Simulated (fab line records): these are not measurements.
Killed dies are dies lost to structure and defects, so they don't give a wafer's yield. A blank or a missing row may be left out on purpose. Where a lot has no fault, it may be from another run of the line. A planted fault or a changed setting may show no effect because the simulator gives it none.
Check of tool commonality | flow nand_harc | 42 wafers sampled across 14 lots

## WHAT PROMPTED THE OPENING
Flagged at NHARC_A_ONON_D1_THK_MEAS_21: reading thk_nm, on 2 of 14 lots. No-fault wafers: 1000 nm, standard deviation 9.6.
Rule: a lot gets a flag if all its wafers with a number sit over 4 standard deviations from that mean, or if no wafer of it has a number. As for the other lots, they are considered sound.

lot  | measured     | on            | thk_nm (nm), wafer by wafer | flag
L515 | day 8 06:25  | film_metro-01 | 984 983 985                 |
L518 | day 8 20:55  | film_metro-01 | 1004 1005 1005              |
L519 | day 9 04:38  | film_metro-01 | 990 992 990                 |
L521 | day 9 16:58  | film_metro-01 | 1003 1003 1004              |
L522 | day 9 17:06  | film_metro-02 | 1008 1005 1006              |
L525 | day 9 23:26  | film_metro-02 | 1002 1000 1001              |
L523 | day 9 23:26  | film_metro-01 | 992 992 992                 |
L520 | day 9 23:34  | film_metro-01 | 992 991 990                 |
L524 | day 9 23:47  | film_metro-02 | 993 992 995                 |
L527 | day 10 23:31 | film_metro-01 | 1635 1640 1638              | FLAGGED
L528 | day 11 06:11 | film_metro-02 | 995 996 997                 |
L526 | day 11 06:13 | film_metro-01 | 1619 1620 1621              | FLAGGED
L536 | day 12 22:16 | film_metro-01 | 989 989 991                 |
L538 | day 13 18:49 | film_metro-02 | 986 988 987                 |
Average over the flagged lots: 1629 nm; offset from the usual +629 nm, equal to +66 standard deviations.

## EACH LOT AND THE TOOL IT RAN ON
The record holds 2 process steps before the reading, out of a route of 1159 steps. In each cell: the tool, then ch and the chambers that the sampled wafers went through, then the start.
lot  | flag    | NHARC_P_BONDPAD_PVD_17                  | NHARC_A_ONON_D1_DEP_19
L515 |         | pvd_sputter-01, day 6 20:55 or earlier  | pecvd_onon-04 ch 0, day 8 05:55
L518 |         | pvd_sputter-02, day 7 07:33 or earlier  | pecvd_onon-04 ch 0, day 8 20:28
L519 |         | pvd_sputter-02, day 7 19:12 or earlier  | pecvd_onon-03 ch 0, day 9 04:11
L521 |         | pvd_sputter-03, day 8 07:20 or earlier  | pecvd_onon-02 ch 0, day 9 16:28
L522 |         | pvd_sputter-03, day 8 06:26 or earlier  | pecvd_onon-04 ch 0, day 9 16:35
L525 |         | pvd_sputter-01, day 8 17:15 or earlier  | pecvd_onon-03 ch 0, day 9 22:55
L523 |         | pvd_sputter-02, day 8 13:26 or earlier  | pecvd_onon-04 ch 0, day 9 22:59
L520 |         | pvd_sputter-03, day 8 12:35 or earlier  | pecvd_onon-02 ch 0, day 9 23:04
L524 |         | pvd_sputter-02, day 8 16:24 or earlier  | pecvd_onon-03 ch 0, day 9 23:16
L527 | FLAGGED | pvd_sputter-01, day 9 17:02 or earlier  | pecvd_onon-03 ch 0, day 10 23:00
L528 |         | pvd_sputter-03, day 9 22:40 or earlier  | pecvd_onon-02 ch 0, day 11 05:44
L526 | FLAGGED | pvd_sputter-01, day 9 20:55 or earlier  | pecvd_onon-03 ch 0, day 11 05:40
L536 |         | pvd_sputter-03, day 11 12:57 or earlier | pecvd_onon-04 ch 0, day 12 21:48
L538 |         | pvd_sputter-03, day 12 10:32 or earlier | pecvd_onon-04 ch 0, day 13 18:22
What these steps do:
- NHARC_P_BONDPAD_PVD_17: deposits TaN, target thk 5 nm, time 8.06 s.
- NHARC_A_ONON_D1_DEP_19: target thk 1000 nm.
- NHARC_A_ONON_D1_THK_MEAS_21: measures by ellipsometry.

## FLAGGED OVER TOTAL, TOOL BY TOOL (the gauges that took the reading come last)
step                        | tool           | lots run | flagged | share of the flagged lots | sound lots run after its first flagged lot
NHARC_P_BONDPAD_PVD_17      | pvd_sputter-01 | 4        | 2       | all                       | 0
NHARC_P_BONDPAD_PVD_17      | pvd_sputter-02 | 4        | 0       | none                      | -
NHARC_P_BONDPAD_PVD_17      | pvd_sputter-03 | 6        | 0       | none                      | -
NHARC_A_ONON_D1_DEP_19      | pecvd_onon-02  | 3        | 0       | none                      | -
NHARC_A_ONON_D1_DEP_19      | pecvd_onon-03  | 5        | 2       | all                       | 0
NHARC_A_ONON_D1_DEP_19      | pecvd_onon-04  | 6        | 0       | none                      | -
NHARC_A_ONON_D1_THK_MEAS_21 | film_metro-01  | 9        | 2       | all                       | 1 (L536)
NHARC_A_ONON_D1_THK_MEAS_21 | film_metro-02  | 5        | 0       | none                      | -
NHARC_P_BONDPAD_PVD_17: start missing for some lots; hours and lot order therefore follow NHARC_A_ZERO_WELL_CD_MEAS_10.

## WHAT IS ALLOWED BY THE TABLE
In the table, 3 rows ran each flagged lot (pvd_sputter-01 at NHARC_P_BONDPAD_PVD_17; pecvd_onon-03 at NHARC_A_ONON_D1_DEP_19; film_metro-01 at NHARC_A_ONON_D1_THK_MEAS_21).
- pvd_sputter-01 at NHARC_P_BONDPAD_PVD_17 ran 4 lots, 2 of them flagged. It ran its last sound lot, L525, at day 8 17:15 and its first flagged lot, L527, at day 9 17:02: a fault with its onset between the two fits.
- pecvd_onon-03 at NHARC_A_ONON_D1_DEP_19 ran 5 lots, 2 of them flagged. It ran its last sound lot, L524, at day 9 23:16 and its first flagged lot, L527, at day 10 23:00: a fault with its onset between the two fits.
- film_metro-01 at NHARC_A_ONON_D1_THK_MEAS_21 ran 9 lots, 2 of them flagged. Sound lots ran on it after the first flagged one (L536), which a lasting fault on the whole tool wouldn't allow.
Because each of these 2 tools fits a fault that began at some hour, counting lots does not separate them. More lots, or a look at what each step does to the wafer, might.

## WHAT WAS PUT IN BY THE SIMULATOR
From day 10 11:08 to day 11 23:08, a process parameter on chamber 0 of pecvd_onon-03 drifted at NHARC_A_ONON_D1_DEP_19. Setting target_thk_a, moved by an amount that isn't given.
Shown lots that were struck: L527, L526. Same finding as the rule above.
